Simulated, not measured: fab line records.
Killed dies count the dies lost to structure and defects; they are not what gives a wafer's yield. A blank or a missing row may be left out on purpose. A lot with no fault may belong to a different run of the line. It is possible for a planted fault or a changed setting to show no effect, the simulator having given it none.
A struck lot beside a sound one :: flow nand-harc :: 22 steps out of a route of 1302
Sound: wafers L764.3, L764.4, L764.5. Struck: wafers L770.2, L770.4, L770.5. The cause is named last.
Order at every step that has rows: each side's tool, ch and its chambers, its first start. Under that, the readings that differ: sound wafers :: struck wafers :: difference of the means :: sigmas: that difference in standard deviations of wafers without a fault.
alike: same words and numbers on both sides, and readings whose means sit less than 2 such deviations apart. not compared: any withheld reading, any reading some wafer has no value for, any bound like >300 that may hide the same value, and any number with overlapping values for which the record gives no deviation.
The two part at a step that has a row with sigmas, a row that says differs or no value, or rows on one side only. When numbers do not overlap yet have no deviation, they are printed without sigmas and do not part them. A reading that every wafer of one side lacks parts them only if that side has two wafers or more.

NHARC_A_CONTACT_CMP_20: polishes, t overpolish 30 s, target thk 300 nm.
  sound on cmp-02 ch 2,3, day 27 13:24; struck on cmp-02 ch 0,3, day 29 10:29
  alike: motor-current-A, overpolish-run-s, slurry-filter-dp-kPa, time-to-endpoint-s
then, 1 step without rows for these wafers: NHARC_A_CONTACT_SRD_22.
NHARC_A_CONTACT_INSPECT_23:
  sound on defect-inspect-01 at day 27 13:49; struck on defect-inspect-02 at day 29 10:53
  alike: raw-defect-count
then, 8 steps without rows for these wafers: NHARC_A_BLC_DEHYDRATE_00 (time 120 s); NHARC_A_BLC_HMDS_01 (time 30 s); NHARC_A_BLC_COAT_02 (time 75 s); NHARC_A_BLC_COAT_03 (time 65 s); NHARC_A_BLC_COAT_04 (resist thk 90 nm); NHARC_A_BLC_SOFTBAKE_05 (time 55 s); NHARC_A_BLC_EBR_06; NHARC_A_BLC_EXPOSE_07 (exposes mask A BLC, target cd 100 nm).
NHARC_A_BLC_PEB_08: peb time 65 s.
  sound on litho-track-01 ch 0, day 27 14:14; struck on litho-track-06 ch 0, day 29 11:19
reading: heater-power-total-W (W)
sound: 157.1 157.1 157.1
struck: 143.3 143.3 143.6
difference: -13.7
sigmas: -33

reading: plate-temp-C (C)
sound: 100.03 100.01 100.04
struck: 94.03 93.99 93.99
difference: -6.02
sigmas: -46
then, 1 step without rows for these wafers: NHARC_A_BLC_DEVELOP_09 (develop time 35 s).
NHARC_A_BLC_CD_MEAS_10: the cd target is 100 nm.
  sound on cd-sem-03 ch 0, day 27 14:19; struck on cd-sem-03 ch 0, day 29 11:23
reading: cd-nm (nm)
sound: 100.1 99.9 100.0
struck: 75.7 75.9 76.3
difference: -24.0
sigmas: -38
NHARC_A_BLC_OVL_MEAS_11:
  sound on overlay-02 at day 27 14:24; struck on overlay-01 at day 29 11:29
reading: overlay-y-nm (nm)
sound: -2.0 -1.3 -2.1
struck: 0.2 0.1 -0.2
difference: +1.8
sigmas: +2
  alike: overlay-x-nm
NHARC_A_BLC_INSPECT_12:
  sound on defect-inspect-02 at day 27 14:26; struck on defect-inspect-01 at day 29 11:31
  alike: raw-defect-count
NHARC_A_BLC_DESCUM_15: chemistry O2, time 3 s.
  sound on rie-diel-13 ch 0,1,2, day 27 14:31; struck on rie-diel-04 ch 0,1, day 29 11:34
reading: model.A_BLC.cd-nm (nm)
sound: 100.3 99.54 100.3
struck: 76.31 76.06 76.98
difference: -23.60
sigmas: 
  alike: chamber-pressure-mTorr, drypump-motor-current-A, oes-product-au, rf-vpp-V, showerhead-plenum-p-Torr, throttle-valve-pct
  not compared: rf-hours-counter-h
NHARC_A_BLC_ETCH_16: etches the open film in CF4, target depth 39 nm, time 65 s.
  sound on rie-diel-13 ch 0,1,2, day 27 14:35; struck on rie-diel-04 ch 0,1,3, day 29 11:40
  alike: chamber-pressure-mTorr, drypump-motor-current-A, oes-product-au, rf-vpp-V, showerhead-plenum-p-Torr, throttle-valve-pct
  not compared: rf-hours-counter-h
NHARC_A_BLC_ETCH_17: etches the open film in N2/H2, target depth 390 nm, time 609.38 s.
  sound: rie-diel-13 ch 0,2; struck: rie-diel-04 ch 0,2,3
  alike: chamber-pressure-mTorr, drypump-motor-current-A, oes-product-au, rf-vpp-V, showerhead-plenum-p-Torr, throttle-valve-pct
  not compared: rf-hours-counter-h
NHARC_A_BLC_ETCH_18: etches the open film in C4F8/O2/Ar, target depth 910 nm.
  sound: rie-diel-13 ch 0,1,2; struck: rie-diel-04 ch 1,3
reading: model.A_BLC.cd-nm (nm)
sound: 102.4 101.2 102.1
struck: 74.92 78 76.27
difference: -25.50
sigmas: 
  alike: chamber-pressure-mTorr, oes-product-au, rf-vpp-V
  not compared: rf-hours-counter-h
NHARC_A_BLC_CD_MEAS_19:
  sound on cd-sem-01 at day 27 15:28; struck on cd-sem-02 at day 29 12:33
reading: cd-nm (nm)
sound: 103.0 101.0 102.4
struck: 74.6 77.9 76.1
difference: -25.9
sigmas: -16
NHARC_A_BLC_STRIP_29: strips in CF4.
  sound on rie-diel-04 ch 1,2,3, day 27 15:33; struck on rie-diel-13 ch 0,1,2, day 29 12:37
  alike: chamber-pressure-mTorr, drypump-motor-current-A, oes-product-au, rf-vpp-V, showerhead-plenum-p-Torr, throttle-valve-pct
  not compared: rf-hours-counter-h

WHERE THEY PART
At NHARC_A_BLC_PEB_08 first; at NHARC_A_BLC_CD_MEAS_19 last (within this record only). Later steps at which nothing parts them and some readings are alike: NHARC_A_BLC_STRIP_29.

WHY: what had been put in by the simulator
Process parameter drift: litho-track-06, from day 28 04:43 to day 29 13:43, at NHARC_A_BLC_PEB_08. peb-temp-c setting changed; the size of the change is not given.
